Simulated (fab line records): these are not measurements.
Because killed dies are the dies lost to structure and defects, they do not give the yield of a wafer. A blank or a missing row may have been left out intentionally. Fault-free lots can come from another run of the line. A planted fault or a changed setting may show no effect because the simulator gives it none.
The tool behind it: which one? | flow n5Finfet | Sampling: 14 lots, 42 wafers, 7 of 1938 route steps

== WHAT EACH GAUGE READ, for each wafer ==
N5_BEOL_M1_THK_MEAS_01. Usual: M1_ILD_THK 78.8 nm, standard deviation 1.
lot  | measured     | on           | M1_ILD_THK (nm) | flag
L567 | day 6 04:04  | filmMetro-02 | 79.1 79.7 79.6  | 
L568 | day 6 07:36  | filmMetro-02 | 78.8 78.2 79.8  | 
L569 | day 6 20:20  | filmMetro-02 | 78.0 79.2 79.4  | 
L570 | day 7 03:03  | filmMetro-02 | 78.2 78.2 79.5  | 
L572 | day 7 13:57  | filmMetro-01 | 79.1 79.5 79.2  | 
L573 | day 7 23:02  | filmMetro-02 | 79.3 79.6 80.0  | 
L575 | day 8 06:36  | filmMetro-02 | 78.4 79.1 80.2  | 
L578 | day 9 06:53  | filmMetro-01 | 78.4 78.8 80.1  | 
L581 | day 9 16:06  | filmMetro-02 | 78.6 79.9 80.9  | 
L582 | day 10 00:02 | filmMetro-02 | 76.0 78.5 77.4  | 
L583 | day 10 06:55 | filmMetro-02 | 77.8 78.4 78.6  | 
L584 | day 10 15:57 | filmMetro-02 | 78.3 79.8 79.0  | 
L586 | day 11 14:28 | filmMetro-02 | 78.7 77.9 78.8  | 
L589 | day 11 18:22 | filmMetro-02 | 77.7 77.4 78.4  | 

N5_BEOL_M1_CD_MEAS_18: pitch 36 nm, target cd 18 nm. Usual: 18.07 nm for cdNm, sd 0.28.
lot  | measured     | on       | cdNm (nm)         | flag
L567 | day 6 05:52  | cdSem-01 | 17.83 17.59 17.99 | 
L568 | day 6 09:11  | cdSem-01 | 18.35 18.00 18.19 | 
L569 | day 6 22:08  | cdSem-02 | 18.29 17.65 17.70 | 
L570 | day 7 05:27  | cdSem-02 | 18.30 18.32 18.21 | 
L572 | day 7 15:20  | cdSem-01 | - - -             | OFF
L573 | day 8 00:56  | cdSem-03 | - - -             | OFF
L575 | day 8 09:18  | cdSem-02 | 18.08 18.29 18.04 | 
L578 | day 9 08:25  | cdSem-01 | 17.99 18.48 18.06 | 
L581 | day 9 17:41  | cdSem-02 | 18.32 18.29 18.00 | 
L582 | day 10 02:09 | cdSem-01 | 18.38 18.53 18.33 | 
L583 | day 10 08:17 | cdSem-03 | 17.76 17.76 17.79 | 
L584 | day 10 17:34 | cdSem-03 | 18.54 18.08 17.95 | 
L586 | day 11 15:46 | cdSem-03 | 18.10 17.95 17.79 | 
L589 | day 11 21:19 | cdSem-01 | 18.16 17.81 18.12 | 

N5_BEOL_M4_RC_MEAS_101. Usual: DIBL_N 36.4 mV/V, standard deviation 1.4; DIBL_P 36.3 mV/V, standard deviation 1.5; IOFF_N 0.162 nA/um, standard deviation 0.023; IOFF_P 0.211 nA/um, standard deviation 0.027; ION_N 676 uA/um, standard deviation 9.7; ION_P 463 uA/um, standard deviation 6.4; SS_N 71.5 mV/dec, standard deviation 0.5; SS_P 73.3 mV/dec, standard deviation 0.6; VT_N 249.3 mV, standard deviation 2.5; VT_P -249.9 mV, standard deviation 2.8.
lot  | measured     | on        | DIBL_N (mV/V)  | DIBL_P (mV/V)  | IOFF_N (nA/um)    | IOFF_P (nA/um)    | ION_N (uA/um) | ION_P (uA/um) | SS_N (mV/dec)  | SS_P (mV/dec)  | VT_N (mV)         | VT_P (mV)            | flag
L567 | day 7 19:14  | prober-02 | 37.8 37.2 38.0 | 35.0 35.9 36.3 | 0.163 0.155 0.161 | 0.205 0.225 0.222 | 663 672 664   | 456 466 457   | 72.0 71.1 71.8 | 73.1 72.1 73.2 | 250.6 249.4 250.6 | -251.6 -249.4 -248.1 | 
L568 | day 8 05:42  | prober-02 | 36.4 37.6 36.8 | 35.9 36.8 35.5 | 0.157 0.184 0.168 | 0.212 0.222 0.214 | 680 685 683   | 470 468 468   | 70.9 71.6 71.6 | 73.2 73.4 72.8 | 248.7 247.1 247.9 | -249.4 -247.8 -248.2 | 
L569 | day 8 12:34  | prober-02 | 36.4 36.8 34.2 | 36.6 37.2 34.2 | 0.157 0.168 0.123 | 0.228 0.234 0.191 | 673 667 664   | 465 463 456   | 71.7 72.5 71.4 | 73.9 74.0 72.8 | 252.4 250.6 254.9 | -249.1 -248.0 -250.8 | 
L570 | day 8 16:02  | prober-01 | 35.9 39.0 37.4 | 37.0 40.1 38.5 | 0.152 0.200 0.177 | 0.193 0.232 0.216 | 684 688 687   | 469 461 460   | 71.6 72.1 71.7 | 73.0 74.7 73.4 | 251.4 246.1 248.7 | -254.5 -250.3 -253.0 | 
L575 | day 10 10:47 | prober-02 | 35.5 34.9 36.8 | 36.8 34.7 38.0 | 0.164 0.145 0.188 | 0.225 0.190 0.240 | 658 661 677   | 457 456 466   | 71.6 71.4 72.1 | 72.9 72.5 72.9 | 248.2 249.2 245.8 | -250.1 -251.2 -249.5 | 
L578 | day 10 21:04 | prober-02 | 37.0 37.2 37.8 | 36.7 38.1 37.9 | 0.177 0.190 0.192 | 0.185 0.202 0.205 | 682 687 686   | 456 458 459   | 71.9 71.6 71.6 | 73.0 74.1 73.4 | 247.8 247.5 244.2 | -255.2 -252.1 -253.5 | 
L581 | day 11 14:55 | prober-01 | 35.0 35.0 35.4 | 35.2 35.0 35.9 | 0.154 0.155 0.172 | 0.215 0.213 0.230 | 688 680 681   | 472 469 466   | 71.2 70.3 71.2 | 74.1 73.4 73.5 | 246.0 250.0 244.4 | -248.1 -248.0 -247.5 | 
L582 | day 12 08:04 | prober-02 | 36.4 38.5 36.7 | 35.6 38.1 36.1 | 0.141 0.177 0.150 | 0.203 0.247 0.213 | 683 692 676   | 470 472 467   | 71.8 71.7 72.1 | 73.0 73.6 72.8 | 250.3 246.2 248.3 | -251.5 -246.2 -247.7 | 
L583 | day 11 22:46 | prober-02 | 34.5 36.7 37.1 | 34.5 37.4 37.9 | 0.114 0.153 0.167 | 0.160 0.189 0.222 | 675 671 683   | 458 455 460   | 70.7 71.2 71.2 | 72.1 73.1 73.3 | 257.0 250.9 250.9 | -254.2 -253.6 -250.4 | 
L584 | day 12 05:59 | prober-02 | 40.7 37.8 38.3 | 39.0 36.8 36.3 | 0.230 0.179 0.175 | 0.267 0.214 0.209 | 675 682 669   | 460 466 454   | 72.9 71.9 72.8 | 74.4 74.1 73.3 | 247.4 247.4 249.5 | -248.4 -249.9 -248.8 | 
L586 | day 13 07:33 | prober-02 | 36.0 36.4 36.4 | 34.2 33.9 35.0 | 0.153 0.162 0.162 | 0.213 0.216 0.231 | 670 661 665   | 462 457 466   | 71.6 71.6 71.4 | 73.0 71.9 73.6 | 250.2 250.8 250.8 | -250.2 -246.2 -248.0 | 
L589 | day 13 09:50 | prober-02 | 34.1 37.0 35.6 | 32.7 36.4 35.0 | 0.122 0.164 0.149 | 0.172 0.225 0.198 | 674 673 691   | 465 463 470   | 70.9 71.6 71.2 | 72.6 73.3 73.7 | 252.4 248.5 247.3 | -251.9 -248.6 -248.5 | 

== WHICH TOOL RAN EACH LOT (tool, then ch and the chambers of the sampled wafers, then the start) ==
lot  | N5_BEOL_M0_PRE_CLEAN_131        | N5_BEOL_M0_CO_CAP_123           | N5_BEOL_M1_ETCH_64                | N5_BEOL_M1_HM_OPEN_17
L567 | cvdCo-01 ch 0,2, day 6 03:40    | cvdCo-01 ch 0,2, day 6 03:43    | rieDiel-05 ch 1,3, day 6 05:31    | rieMetal-02 ch 0,1, day 6 05:41
L568 | cvdCo-02 ch 0,1, day 6 07:14    | cvdCo-02 ch 0,1, day 6 07:17    | rieDiel-05 ch 0,3, day 6 08:50    | rieMetal-03 ch 1, day 6 09:01
L569 | cvdCo-01 ch 0,1,2, day 6 19:59  | cvdCo-01 ch 0,1,2, day 6 20:01  | rieDiel-05 ch 0,3, day 6 21:47    | rieMetal-01 ch 0,1, day 6 21:59
L570 | cvdCo-01 ch 1,2, day 7 02:41    | cvdCo-01 ch 1,2, day 7 02:44    | rieDiel-03 ch 0,1,2, day 7 04:56  | rieMetal-02 ch 0, day 7 05:07
L572 | cvdCo-01 ch 0,1, day 7 13:35    | cvdCo-01 ch 0,1, day 7 13:38    | rieDiel-05 ch 0,1,3, day 7 14:59  | rieMetal-03 ch 0,1, day 7 15:10
L573 | cvdCo-01 ch 0,1,2, day 7 22:43  | cvdCo-01 ch 0,1,2, day 7 22:46  | rieDiel-05 ch 0,3, day 8 00:35    | rieMetal-02 ch 0,1, day 8 00:47
L575 | cvdCo-02 ch 0,1, day 8 06:12    | cvdCo-02 ch 0,1, day 8 06:14    | rieDiel-01 ch 1,2,3, day 8 08:56  | rieMetal-03 ch 0,1, day 8 09:06
L578 | cvdCo-02 ch 0,1,2, day 9 06:32  | cvdCo-02 ch 0,1,2, day 9 06:34  | rieDiel-01 ch 0,3, day 9 08:04    | rieMetal-02 ch 0,1, day 9 08:14
L581 | cvdCo-02 ch 0,1, day 9 15:43    | cvdCo-02 ch 0,1, day 9 15:45    | rieDiel-03 ch 0,3, day 9 17:20    | rieMetal-02 ch 0,1, day 9 17:32
L582 | cvdCo-02 ch 0,1,2, day 9 23:41  | cvdCo-02 ch 0,1,2, day 9 23:44  | rieDiel-03 ch 0,1,3, day 10 01:48 | rieMetal-02 ch 0,1, day 10 01:58
L583 | cvdCo-01 ch 0,2, day 10 06:33   | cvdCo-01 ch 0,2, day 10 06:35   | rieDiel-05 ch 2,3, day 10 07:56   | rieMetal-01 ch 0,1, day 10 08:06
L584 | cvdCo-01 ch 1,2, day 10 15:36   | cvdCo-01 ch 1,2, day 10 15:38   | rieDiel-03 ch 2,3, day 10 17:07   | rieMetal-02 ch 1, day 10 17:17
L586 | cvdCo-01 ch 1,2, day 11 14:07   | cvdCo-01 ch 1,2, day 11 14:09   | rieDiel-01 ch 0,1, day 11 15:22   | rieMetal-02 ch 0,1, day 11 15:32
L589 | cvdCo-02 ch 0,1,2, day 11 18:01 | cvdCo-02 ch 0,1,2, day 11 18:03 | rieDiel-01 ch 1,2,3, day 11 20:53 | rieMetal-02 ch 0,1, day 11 21:03
- N5_BEOL_M0_PRE_CLEAN_131: time 15 s.
- N5_BEOL_M0_CO_CAP_123: material Co, precursor CCTBA/H2, target thk 2 nm, time 102.1 s.
- N5_BEOL_M1_ETCH_64: etches SOC in N2/H2, target depth 75 nm, overetch 15 nm, time 112.5 s.
- N5_BEOL_M1_HM_OPEN_17: chemistry Cl2/BCl3, target TiN, target depth 20 nm, overetch 6 nm.

== AS READ BY THE TOOLS THEMSELVES (means over the sampled wafers that have a number; for cases with no such wafer, the mark the record gives instead) ==
N5_BEOL_M0_PRE_CLEAN_131. Usual: 86 W for heaterPowerW, sd 22.
lot  | tool     | heaterPowerW (W) | flag
L567 | cvdCo-01 | 71               | 
L568 | cvdCo-02 | 101              | 
L569 | cvdCo-01 | 76               | 
L570 | cvdCo-01 | 81               | 
L572 | cvdCo-01 | 72               | 
L573 | cvdCo-01 | 76               | 
L575 | cvdCo-02 | 99               | 
L578 | cvdCo-02 | 95               | 
L581 | cvdCo-02 | 78               | 
L582 | cvdCo-02 | 96               | 
L583 | cvdCo-01 | 72               | 
L584 | cvdCo-01 | 83               | 
L586 | cvdCo-01 | 81               | 
L589 | cvdCo-02 | 95               | 

N5_BEOL_M0_CO_CAP_123. Usual: 237 W for heaterPowerW, sd 27.
lot  | tool     | heaterPowerW (W) | flag
L567 | cvdCo-01 | 220              | 
L568 | cvdCo-02 | 250              | 
L569 | cvdCo-01 | 226              | 
L570 | cvdCo-01 | 231              | 
L572 | cvdCo-01 | 217              | 
L573 | cvdCo-01 | 229              | 
L575 | cvdCo-02 | 256              | 
L578 | cvdCo-02 | 250              | 
L581 | cvdCo-02 | 232              | 
L582 | cvdCo-02 | 253              | 
L583 | cvdCo-01 | 221              | 
L584 | cvdCo-01 | 228              | 
L586 | cvdCo-01 | 232              | 
L589 | cvdCo-02 | 245              | 

N5_BEOL_M1_ETCH_64. Usual: biasW 150.0 W, standard deviation 0.44; chamberPressureMTorr 29.998 mTorr, standard deviation 0.028; drypumpMotorCurrentA 5.7 A, standard deviation 0.37; h2FlowSccm 200.0 sccm, standard deviation 0.58; n2FlowSccm 200.1 sccm, standard deviation 0.59; oesProductAu 0.63 a.u., standard deviation 0.055; rfVppV 524.0 V, standard deviation 1.7; showerheadPlenumPTorr 2.55 Torr, standard deviation 0.057; throttleValvePct 17.77 %, standard deviation 0.29.
lot  | tool       | biasW (W) | chamberPressureMTorr (mTorr) | drypumpMotorCurrentA (A) | h2FlowSccm (sccm) | n2FlowSccm (sccm) | oesProductAu (a.u.) | rfVppV (V) | showerheadPlenumPTorr (Torr) | throttleValvePct (%) | flag
L567 | rieDiel-05 | 150.3     | 30.000                       | 5.7                      | 199.5             | 200.4             | 0.62                | 524.7      | 2.54                         | 18.12                | 
L568 | rieDiel-05 | 150.0     | 29.988                       | 5.5                      | 199.7             | 200.3             | 0.59                | 524.3      | 2.52                         | 18.13                | 
L569 | rieDiel-05 | 149.7     | 30.003                       | 5.6                      | 199.7             | 199.7             | 0.57                | 523.2      | 2.52                         | 18.12                | 
L570 | rieDiel-03 | 150.2     | 30.002                       | 5.9                      | 200.9             | 200.6             | 0.61                | 524.8      | 2.55                         | 17.72                | 
L572 | rieDiel-05 | -         | -                            | -                        | -                 | -                 | -                   | -          | -                            | -                    | OFF
L573 | rieDiel-05 | -         | -                            | -                        | -                 | -                 | -                   | -          | -                            | -                    | OFF
L575 | rieDiel-01 | 149.9     | 29.993                       | 5.5                      | 199.9             | 199.9             | 0.62                | 523.4      | 2.55                         | 17.68                | 
L578 | rieDiel-01 | 150.1     | 29.983                       | 5.5                      | 199.8             | 199.9             | 0.66                | 524.7      | 2.57                         | 17.73                | 
L581 | rieDiel-03 | 150.0     | 30.011                       | 6.2                      | 200.3             | 200.7             | 0.67                | 523.9      | 2.55                         | 17.58                | 
L582 | rieDiel-03 | 150.0     | 29.997                       | 6.2                      | 200.2             | 200.6             | 0.64                | 524.8      | 2.56                         | 17.67                | 
L583 | rieDiel-05 | 149.8     | 30.012                       | 5.1                      | 200.0             | 200.2             | 0.65                | 524.2      | 2.57                         | 17.49                | 
L584 | rieDiel-03 | 150.1     | 30.003                       | 6.0                      | 200.0             | 200.6             | 0.65                | 524.8      | 2.57                         | 17.72                | 
L586 | rieDiel-01 | 149.4     | 29.974                       | 5.7                      | 199.5             | 200.4             | 0.63                | 524.4      | 2.56                         | 17.79                | 
L589 | rieDiel-01 | 150.0     | 29.998                       | 5.5                      | 199.8             | 199.9             | 0.67                | 524.0      | 2.54                         | 17.57                | 

N5_BEOL_M1_HM_OPEN_17. Usual: drypumpMotorCurrentA 5.98 A, standard deviation 0.22; oesProductAu 0.62 a.u., standard deviation 0.092; throttleValvePct 22.32 %, standard deviation 0.23.
lot  | tool        | drypumpMotorCurrentA (A) | oesProductAu (a.u.) | throttleValvePct (%) | flag
L567 | rieMetal-02 | 5.92                     | 0.59                | 22.34                | 
L568 | rieMetal-03 | 6.14                     | 0.73                | 22.00                | 
L569 | rieMetal-01 | 5.94                     | 0.59                | 22.18                | 
L570 | rieMetal-02 | 6.10                     | 0.52                | 22.64                | 
L572 | rieMetal-03 | 5.89                     | 0.25                | 23.12                | OFF
L573 | rieMetal-02 | 6.02                     | 0.24                | 23.14                | OFF
L575 | rieMetal-03 | 5.89                     | 0.58                | 22.46                | 
L578 | rieMetal-02 | 5.98                     | 0.56                | 22.49                | 
L581 | rieMetal-02 | 5.91                     | 0.59                | 22.35                | 
L582 | rieMetal-02 | 5.92                     | 0.59                | 22.35                | 
L583 | rieMetal-01 | 6.19                     | 0.61                | 22.21                | 
L584 | rieMetal-02 | 5.81                     | 0.62                | 22.21                | 
L586 | rieMetal-02 | 5.98                     | 0.77                | 22.29                | 
L589 | rieMetal-02 | 5.99                     | 0.75                | 22.29                | 

== THE ANSWER, worked out from the rows above alone ==
Rule: lot off if the mean of its wafers having a number is beyond 3 standard deviations from the usual mean. A lot without any number at a reading at which 4 lots or more have one is off too. The other lots that the step has rows for count as sound. Order of review: gauges by route order, followed by the tools' own readings, for which a lot's mean as printed above is used. At the first step where some lot is off, the reading lying furthest off is the one used; lots without a number count as furthest.
Off at N5_BEOL_M1_CD_MEAS_18 (cdNm): L572, L573. Without a number there: L572, L573.
If a tool, at a process step before that reading, ran all the lots that are off and no sound lot after the first of them, it fits. Not tried: the gauges at N5_BEOL_M1_CD_MEAS_18; whatever is off there is also off at N5_BEOL_M1_ETCH_64, on other tools, and gauge error can't account for it. No candidate that was tried fits.

== WHAT THE SIMULATOR PUT IN ==
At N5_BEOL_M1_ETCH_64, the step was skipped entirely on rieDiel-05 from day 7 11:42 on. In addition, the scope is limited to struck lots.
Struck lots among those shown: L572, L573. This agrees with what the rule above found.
